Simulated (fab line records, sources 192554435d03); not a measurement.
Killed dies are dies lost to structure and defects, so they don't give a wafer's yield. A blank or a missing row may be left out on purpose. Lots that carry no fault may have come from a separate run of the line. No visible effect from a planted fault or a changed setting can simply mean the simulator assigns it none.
fab line records	flow n5_finfet	part 1 of 2: steps 1 to 4 of 6
[record] lots = 23	wafers = 69	last_day = 17
route steps=1938 shown FIN_CUT@178 STI_FIN_REVEAL@191 DUMMY_GATE@219 SD_EPI_N@274
lots that met no fault: taken from a fault-free run of the same line
start_h: hours from the record's first day to the start of the lot's first wafer shown	wait_h: hours since the lot's step before	" same as the row above	L1.1+2: several wafers, shown together as one row	- no value, or no start was given	* or withheld: withheld	< > ~ a bound
route shown NAME@n: names a module that has steps shown in the file, with the first one's number in the route	usual: average and standard deviation across the fault-free wafers	same: alike in all rows	chamber/n: place in a boat	sites: the reading at each site	_std_site: their standard deviation	_edge_site: outer sites' mean less inner sites'	radius_mm: for every site, how far away it sits from the centre of the wafer	mask NAME#n: copy n	behind: the most recent tool/chamber to have shaped the wafer	hold: reason for holding the lot/hours on hold/outcome of the hold	device: names the non-switching transistor (n, p or np)	end of line: tests of these same wafers at the route's end	where a step has no rows: the recipe by itself	killed: count of dies lost to structure and defects at first sort (not the wafer's yield)	map: per-die view of a wafer (x killed, . not killed, _ where there is no die)
set.NAME: the setting as run; set.NAME@STEP: as run at that earlier step	model.NAME: the simulator's own value behind a step, which no gauge read
route steps across a sampled set of lots; one table per step, one row per wafer
services: when a tool's chamber went out of use (start_h, in hours from the record's first day, below 0 if earlier), for how many hours, and the reason
[[steps]]
[step N5_FIN_CUT_STRIP_22]
[recipe] chemistry = N2/H2	power_w = 500	temp_c = 40	pressure_mtorr = 50	rf_frequency_hz = 6e+07	overash_fraction = 0.3	bias_power_w = 8	h2_frac = 0.5	n2_flow_sccm = 300	h2_flow_sccm = 300
[usual] drypump_motor_current_A = 5.7/0.3	oes_product_au = 0.77/0.069	rf_vpp_V = 54.3/2.2	showerhead_plenum_p_Torr = 3.34/0.1	throttle_valve_pct = 19.05/0.27
[same] overash_fraction = 0.3
lot.wafer	tool	chamber	start_h	wait_h	drypump_motor_current_A	oes_product_au	rf_hours_counter_h	rf_vpp_V	showerhead_plenum_p_Torr	throttle_valve_pct
L074.1	rie_diel-06	0	28.46	0.0	5.9	0.76	102	54.8	3.36	19.12
L074.2	"	3	"	"	5.8	0.69	247	62.6	3.45	19.32
L074.3	"	2	"	"	5.5	0.74	162	56.5	3.37	19.02
L075.2	rie_diel-03	3	34.08	0.1	5.2	0.78	128	54.8	3.37	19.35
L075.3	"	1	"	"	6.3	0.74	141	54.6	3.24	19.16
L075.6	"	0	"	"	5.4	0.77	-	53.6	3.37	19.31
L076.2	rie_diel-06	1	39.82	0.0	6.0	0.77	125	56.1	3.52	19.00
L076.5	"	1	"	"	6.0	0.77	-	53.5	3.52	19.02
L076.6	"	0	"	"	5.9	0.77	-	55.2	3.36	19.13
L078.2	rie_diel-03	2	51.15	0.1	5.5	0.69	236	55.1	3.19	18.89
L078.4	"	0	"	"	5.4	0.75	155	52.3	3.36	19.34
L078.6	"	1	"	"	6.2	0.74	-	54.3	3.23	19.16
L079.1	rie_diel-03	2	57.81	0.0	5.5	0.69	237	55.6	3.19	18.86
L079.2	"	0	"	"	5.4	0.73	156	52.6	3.36	19.38
L079.4	"	3	"	"	5.3	0.79	135	53.5	3.37	19.35
L080.2	rie_diel-05	1	63.43	0.0	5.7	0.77	125	54.6	3.36	18.78
L080.3	"	3	"	"	6.1	0.69	232	58.3	3.18	19.51
L080.6	"	1	"	"	5.8	0.76	-	52.8	3.36	18.75
L081.1	rie_diel-05	2	69.17	0.0	5.6	0.91	25	54.5	3.42	18.70
L081.3	"	0	"	"	5.8	0.79	112	52.8	3.24	18.62
L081.6	"	2	"	"	5.6	0.91	-	53.8	3.42	18.74
L082.2	rie_diel-03	1	78.12	0.0	6.2	0.75	155	53.5	3.23	19.18
L082.3	"	0	"	"	5.4	0.73	162	55.2	3.36	19.34
L082.6	"	1	"	"	6.2	0.72	-	51.7	3.23	19.17
L083.3	rie_diel-03	1	83.40	0.2	6.2	0.74	157	55.8	3.23	19.15
L083.4	"	2	"	"	5.5	0.68	245	50.1	3.18	18.88
L083.5	"	0	"	"	5.4	0.73	-	53.8	3.36	19.39
L084.1	rie_diel-05	0	88.49	0.1	5.9	0.78	117	57.9	3.24	18.70
L084.2	"	2	"	"	5.6	0.88	31	55.2	3.42	18.69
L084.4	"	1	"	"	5.7	0.75	133	55.3	3.35	18.77
L085.1	rie_diel-06	1	98.12	0.0	5.9	0.76	147	59.7	3.51	18.97
L085.4	"	3	"	"	5.8	0.95	14	52.0	3.44	19.03
L085.5	"	2	"	"	5.5	0.72	-	54.6	3.36	19.07
L086.2	rie_diel-03	1	99.88	0.0	6.2	0.72	161	56.7	3.23	19.18
L086.3	"	2	"	"	5.5	0.66	249	55.4	3.18	18.94
L086.4	"	0	"	"	5.4	0.72	168	54.8	3.36	19.38
L087.4	rie_diel-05	3	108.57	0.0	6.2	0.67	245	54.8	3.17	19.56
L087.5	"	3	"	"	6.1	0.68	-	55.2	3.17	19.54
L087.6	"	0	"	"	5.8	0.78	-	54.8	3.23	18.69
L088.2	rie_diel-05	0	112.87	0.0	5.9	0.78	123	55.2	3.23	18.69
L088.4	"	3	"	"	6.1	0.68	246	54.3	3.17	19.49
L088.6	"	2	"	"	5.6	0.86	-	54.6	3.42	18.76
L089.2	rie_diel-03	1	117.74	0.0	6.3	0.74	168	56.4	3.22	19.22
L089.3	"	3	"	"	5.2	0.77	155	59.2	3.36	19.38
L089.6	"	3	"	"	5.2	0.75	-	58.5	3.36	19.41
L090.4	rie_diel-03	1	125.64	0.1	6.2	0.72	-	54.7	3.22	19.19
L090.5	"	0	"	"	5.4	0.74	-	55.9	3.35	19.44
L090.6	"	3	"	"	5.2	0.76	-	55.0	3.36	19.43
L091.1	rie_diel-05	0	131.60	0.0	5.9	0.77	129	53.2	3.23	18.69
L091.4	"	0	"	"	5.8	0.78	-	53.0	3.23	18.62
L091.5	"	2	"	"	5.6	0.86	-	56.8	3.41	18.74
L092.1	rie_diel-05	2	137.65	0.0	5.6	0.87	45	55.7	3.41	18.72
L092.2	"	0	"	"	5.9	0.77	131	53.5	3.23	18.68
L092.4	"	2	"	"	5.6	0.86	-	53.8	3.41	18.75
L093.1	rie_diel-05	0	143.11	0.1	5.8	0.77	133	52.5	3.23	18.70
L093.3	"	1	"	"	5.8	0.76	150	57.3	3.34	18.83
L093.4	"	3	"	"	6.1	0.98	1	49.7	3.58	19.12
L094.4	rie_diel-05	1	147.70	0.1	5.7	0.72	-	55.5	3.34	18.87
L094.5	"	0	"	"	5.8	0.76	-	53.5	3.23	18.71
L094.6	"	3	"	"	6.1	0.96	-	56.4	3.58	19.17
L095.2	rie_diel-03	3	153.23	0.0	5.3	0.74	169	60.0	3.35	19.39
L095.3	"	0	"	"	5.4	0.71	190	54.7	3.34	19.38
L095.5	"	3	"	"	5.2	0.78	-	52.5	3.35	19.39
L096.1	rie_diel-05	1	158.81	0.0	5.7	0.74	154	54.1	3.34	18.84
L096.2	"	3	"	"	6.1	0.95	6	52.1	3.57	19.08
L096.3	"	0	"	"	5.8	0.78	138	52.9	3.22	18.73
L097.3	rie_diel-05	0	165.20	0.0	5.9	0.76	139	56.9	3.22	18.71
L097.4	"	2	"	"	5.6	0.85	51	50.7	3.41	18.72
L097.6	"	3	"	"	6.1	0.92	-	51.3	3.57	19.10
[step N5_STI_FIN_REVEAL_STRIP_24]
[recipe] chemistry = N2/H2	time_s = 90	power_w = 100	temp_c = 40	pressure_mtorr = 100	rf_frequency_hz = 6e+07	bias_power_w = 3	n2_flow_sccm = 300	h2_flow_sccm = 300
[usual] drypump_motor_current_A = 5.9/0.35	oes_product_au = 0.77/0.082	rf_vpp_V = 45.4/0.94	showerhead_plenum_p_Torr = 3.40/0.087	throttle_valve_pct = 12.34/0.25
lot.wafer	tool	chamber	start_h	wait_h	drypump_motor_current_A	oes_product_au	rf_hours_counter_h	rf_vpp_V	showerhead_plenum_p_Torr	throttle_valve_pct
L074.1	rie_diel-02	3	34.82	0.0	5.6	0.74	166	46.0	3.48	12.14
L074.2	"	1	"	"	6.3	0.71	240	44.5	3.46	12.66
L074.3	"	2	"	"	6.0	0.86	49	44.8	3.43	11.87
L075.2	rie_diel-04	1	40.28	0.0	6.6	0.91	20	46.1	3.31	11.97
L075.3	"	3	"	"	5.2	0.75	181	44.5	3.37	12.66
L075.6	"	2	"	"	5.4	0.70	-	45.6	3.50	12.46
L076.2	rie_diel-01	0	48.19	0.0	5.9	0.77	160	44.9	3.23	12.48
L076.5	"	1	"	"	5.8	0.69	-	46.0	3.49	12.47
L076.6	"	0	"	"	6.0	0.77	-	45.1	3.23	12.47
L078.2	rie_diel-02	2	57.06	0.0	6.0	0.84	58	46.0	3.42	11.88
L078.4	"	3	"	"	5.6	0.73	-	46.7	3.48	12.17
L078.6	"	2	"	"	6.1	0.85	-	47.0	3.42	11.91
L079.1	rie_diel-01	2	63.69	0.0	6.5	0.70	210	47.1	3.46	12.23
L079.2	"	3	"	"	5.6	0.86	76	47.1	3.43	12.44
L079.4	"	1	"	"	5.8	0.69	230	46.1	3.48	12.47
L080.2	rie_diel-01	1	70.37	0.0	5.8	0.68	233	46.3	3.48	12.50
L080.3	"	0	"	"	5.9	0.75	169	45.4	3.22	12.49
L080.6	"	1	"	"	5.8	0.69	-	44.9	3.48	12.49
L081.1	rie_diel-01	0	75.35	0.0	5.9	0.76	171	45.7	3.22	12.49
L081.3	"	2	"	"	6.5	0.71	215	46.5	3.46	12.24
L081.6	"	1	"	"	5.8	0.68	-	45.2	3.48	12.52
L082.2	rie_diel-04	0	83.99	0.0	5.9	0.67	250	43.3	3.46	12.23
L082.3	"	2	"	"	5.4	0.68	206	46.2	3.49	12.51
L082.6	"	0	"	"	5.9	0.67	-	46.6	3.46	12.24
L083.3	rie_diel-02	3	89.86	0.0	5.6	0.72	182	45.3	3.47	12.19
L083.4	"	2	"	"	6.0	0.84	65	44.5	3.42	11.91
L083.5	"	2	"	"	6.0	0.84	-	46.1	3.42	11.90
L084.1	rie_diel-02	1	94.61	0.0	6.3	0.95	5	43.4	3.45	12.05
L084.2	"	0	"	"	5.9	0.79	131	44.4	3.41	12.40
L084.4	"	3	"	"	5.6	0.73	184	46.5	3.47	12.19
L085.1	rie_diel-04	1	105.99	0.0	6.6	0.85	43	43.7	3.30	12.04
L085.4	"	3	"	"	5.2	0.72	-	45.4	3.35	12.75
L085.5	"	1	"	"	6.6	0.85	-	44.3	3.30	12.03
L086.2	rie_diel-01	0	106.24	0.0	6.0	0.74	182	44.4	3.22	12.54
L086.3	"	2	"	"	6.5	0.70	226	45.0	3.45	12.26
L086.4	"	3	"	"	5.6	0.83	93	45.8	3.43	12.48
L087.4	rie_diel-01	3	114.83	0.0	5.7	0.83	95	45.0	3.42	12.49
L087.5	"	2	"	"	6.5	0.70	-	46.7	3.45	12.27
L087.6	"	1	"	"	5.8	0.68	-	45.5	3.47	12.55
L088.2	rie_diel-01	0	118.74	0.0	6.0	0.75	186	44.4	3.21	12.53
L088.4	"	3	"	"	5.6	0.83	97	46.6	3.42	12.51
L088.6	"	1	"	"	5.8	0.67	-	43.8	3.47	12.55
L089.2	rie_diel-01	3	123.74	0.0	5.6	0.83	100	46.2	3.42	12.52
L089.3	"	2	"	"	6.5	0.70	233	45.7	3.45	12.30
L089.6	"	2	"	"	6.5	0.69	-	45.3	3.45	12.29
L090.4	rie_diel-01	2	131.76	0.0	6.5	0.69	-	45.9	3.45	12.30
L090.5	"	0	"	"	6.0	0.74	-	45.6	3.21	12.54
L090.6	"	3	"	"	5.6	0.82	-	44.9	3.42	12.51
L091.1	rie_diel-02	1	137.60	0.0	6.3	0.90	22	44.3	3.44	12.09
L091.4	"	3	"	"	5.7	0.72	202	45.7	3.46	12.25
L091.5	"	0	"	"	5.9	0.77	-	44.4	3.40	12.45
L092.1	rie_diel-01	1	143.65	0.0	5.8	1.02	1	45.3	3.47	11.91
L092.2	"	0	"	"	5.9	0.72	201	46.0	3.21	12.59
L092.4	"	3	"	"	5.6	0.82	112	45.0	3.41	12.55
L093.1	rie_diel-04	3	149.13	0.0	5.2	0.72	222	46.4	3.35	12.77
L093.3	"	2	"	"	5.4	0.68	225	46.5	3.48	12.56
L093.4	"	1	"	"	6.6	0.84	52	46.2	3.29	12.05
L094.4	rie_diel-02	2	153.61	0.0	6.0	0.81	89	46.5	3.41	11.96
L094.5	"	1	"	"	6.3	0.90	-	45.7	3.44	12.11
L094.6	"	0	"	"	5.9	0.77	-	44.1	3.39	12.45
L095.2	rie_diel-01	0	159.12	0.0	6.0	0.72	207	44.0	3.20	12.60
L095.3	"	1	"	"	5.8	0.99	7	45.8	3.47	11.93
L095.5	"	1	"	"	5.8	0.98	-	46.1	3.47	11.94
L096.1	rie_diel-02	1	164.85	0.0	6.3	0.88	32	44.6	3.43	12.11
L096.2	"	2	"	"	6.0	0.81	94	44.8	3.40	12.00
L096.3	"	0	"	"	5.9	0.76	158	45.2	3.39	12.48
L097.3	rie_diel-02	3	171.92	0.0	5.6	0.70	214	45.3	3.46	12.27
L097.4	"	0	"	"	5.9	0.76	160	44.9	3.39	12.47
L097.6	"	0	"	"	5.9	0.75	-	44.8	3.39	12.48
[step N5_STI_FIN_REVEAL_CD_MEAS_22]
[recipe] target_cd_nm = 6.238	pitch_nm = 28	polarity = line
[usual] cd_nm = 6.24/0.27
lot.wafer	tool	chamber	start_h	wait_h	cd_nm
L074.1	cd_sem-02	-	37.71	0.0	6.04
L074.2	"	-	"	"	6.19
L074.3	"	-	"	"	6.35
L075.2	cd_sem-02	-	43.19	0.0	5.97
L075.3	"	-	"	"	6.29
L075.6	"	-	"	"	5.96
L076.2	cd_sem-03	-	51.11	0.0	6.04
L076.5	"	-	"	"	6.34
L076.6	"	-	"	"	6.66
L078.2	cd_sem-02	-	60.00	0.0	6.61
L078.4	"	-	"	"	5.70
L078.6	"	-	"	"	5.78
L079.1	cd_sem-02	-	66.59	0.0	6.05
L079.2	"	-	"	"	6.40
L079.4	"	-	"	"	6.60
L080.2	cd_sem-02	-	73.26	0.0	6.29
L080.3	"	-	"	"	6.27
L080.6	"	-	"	"	6.60
L081.1	cd_sem-02	-	78.28	0.0	6.59
L081.3	"	-	"	"	5.83
L081.6	"	-	"	"	6.19
L082.2	cd_sem-02	-	87.02	0.0	5.88
L082.3	"	-	"	"	6.40
L082.6	"	-	"	"	6.33
L083.3	cd_sem-01	-	93.05	0.0	6.15
L083.4	"	-	"	"	5.95
L083.5	"	-	"	"	5.98
L084.1	cd_sem-01	-	97.55	0.0	5.92
L084.2	"	-	"	"	6.43
L084.4	"	-	"	"	5.84
L085.1	cd_sem-02	-	108.87	0.0	5.98
L085.4	"	-	"	"	6.22
L085.5	"	-	"	"	6.27
L086.2	cd_sem-02	-	109.24	0.0	5.89
L086.3	"	-	"	"	6.16
L086.4	"	-	"	"	6.19
L087.4	cd_sem-03	-	117.71	0.0	6.33
L087.5	"	-	"	"	6.99
L087.6	"	-	"	"	6.30
L088.2	cd_sem-02	-	121.63	0.0	5.75
L088.4	"	-	"	"	6.51
L088.6	"	-	"	"	6.55
L089.2	cd_sem-02	-	126.64	0.0	6.28
L089.3	"	-	"	"	6.43
L089.6	"	-	"	"	6.05
L090.4	cd_sem-03	-	134.60	0.0	6.31
L090.5	"	-	"	"	5.76
L090.6	"	-	"	"	6.77
L091.1	cd_sem-01	-	140.48	0.0	5.84
L091.4	"	-	"	"	6.28
L091.5	"	-	"	"	5.96
L092.1	cd_sem-02	-	146.54	0.0	6.15
L092.2	"	-	"	"	6.33
L092.4	"	-	"	"	6.58
L093.1	cd_sem-01	-	152.01	0.0	6.37
L093.3	"	-	"	"	6.45
L093.4	"	-	"	"	6.32
L094.4	cd_sem-02	-	156.52	0.0	6.39
L094.5	"	-	"	"	5.67
L094.6	"	-	"	"	6.29
L095.2	cd_sem-02	-	162.01	0.0	6.44
L095.3	"	-	"	"	6.04
L095.5	"	-	"	"	6.17
L096.1	cd_sem-01	-	167.73	0.0	6.60
L096.2	"	-	"	"	6.48
L096.3	"	-	"	"	5.73
L097.3	cd_sem-02	-	174.81	0.0	6.27
L097.4	"	-	"	"	6.21
L097.6	"	-	"	"	5.87
[step N5_DUMMY_GATE_THK_MEAS_05]
[usual] thk_nm = 72.5/1.2
lot.wafer	tool	chamber	start_h	wait_h	thk_nm
L074.1	film_metro-01	-	42.36	0.2	73.3
L074.2	"	-	"	"	73.7
L074.3	"	-	"	"	74.1
L075.2	film_metro-02	-	47.94	0.2	72.1
L075.3	"	-	"	"	72.8
L075.6	"	-	"	"	73.0
L076.2	film_metro-02	-	55.42	0.2	71.3
L076.5	"	-	"	"	72.5
L076.6	"	-	"	"	73.0
L078.2	film_metro-02	-	64.29	0.2	74.1
L078.4	"	-	"	"	72.3
L078.6	"	-	"	"	71.7
L079.1	film_metro-01	-	70.89	0.1	71.9
L079.2	"	-	"	"	73.4
L079.4	"	-	"	"	72.1
L080.2	film_metro-02	-	77.57	0.1	71.5
L080.3	"	-	"	"	71.3
L080.6	"	-	"	"	72.0
L081.1	film_metro-01	-	82.60	0.1	70.9
L081.3	"	-	"	"	71.7
L081.6	"	-	"	"	70.5
L082.2	film_metro-01	-	91.50	0.1	72.1
L082.3	"	-	"	"	70.8
L082.6	"	-	"	"	71.5
L083.3	film_metro-02	-	98.45	0.2	71.8
L083.4	"	-	"	"	73.5
L083.5	"	-	"	"	71.4
L084.1	film_metro-01	-	101.95	0.2	72.3
L084.2	"	-	"	"	71.5
L084.4	"	-	"	"	73.6
L085.1	film_metro-02	-	113.23	0.1	72.5
L085.4	"	-	"	"	71.2
L085.5	"	-	"	"	70.8
L086.2	film_metro-02	-	113.55	0.2	71.7
L086.3	"	-	"	"	72.4
L086.4	"	-	"	"	72.2
L087.4	film_metro-02	-	122.10	0.2	70.3
L087.5	"	-	"	"	71.3
L087.6	"	-	"	"	70.7
L088.2	film_metro-01	-	125.95	0.2	71.6
L088.4	"	-	"	"	71.3
L088.6	"	-	"	"	73.0
L089.2	film_metro-01	-	130.94	0.2	72.3
L089.3	"	-	"	"	73.4
L089.6	"	-	"	"	73.5
L090.4	film_metro-02	-	138.91	0.1	72.2
L090.5	"	-	"	"	73.5
L090.6	"	-	"	"	72.9
L091.1	film_metro-02	-	144.77	0.2	72.9
L091.4	"	-	"	"	70.6
L091.5	"	-	"	"	71.4
L092.1	film_metro-02	-	151.10	0.2	73.4
L092.2	"	-	"	"	74.5
L092.4	"	-	"	"	72.7
L093.1	film_metro-02	-	156.30	0.1	73.1
L093.3	"	-	"	"	73.0
L093.4	"	-	"	"	71.9
L094.4	film_metro-01	-	160.90	0.1	73.4
L094.5	"	-	"	"	73.0
L094.6	"	-	"	"	71.8
L095.2	film_metro-02	-	166.31	0.2	74.6
L095.3	"	-	"	"	73.6
L095.5	"	-	"	"	73.1
L096.1	film_metro-01	-	173.86	0.1	72.2
L096.2	"	-	"	"	75.0
L096.3	"	-	"	"	72.8
L097.3	film_metro-01	-	179.10	0.2	72.4
L097.4	"	-	"	"	75.2
L097.6	"	-	"	"	74.1
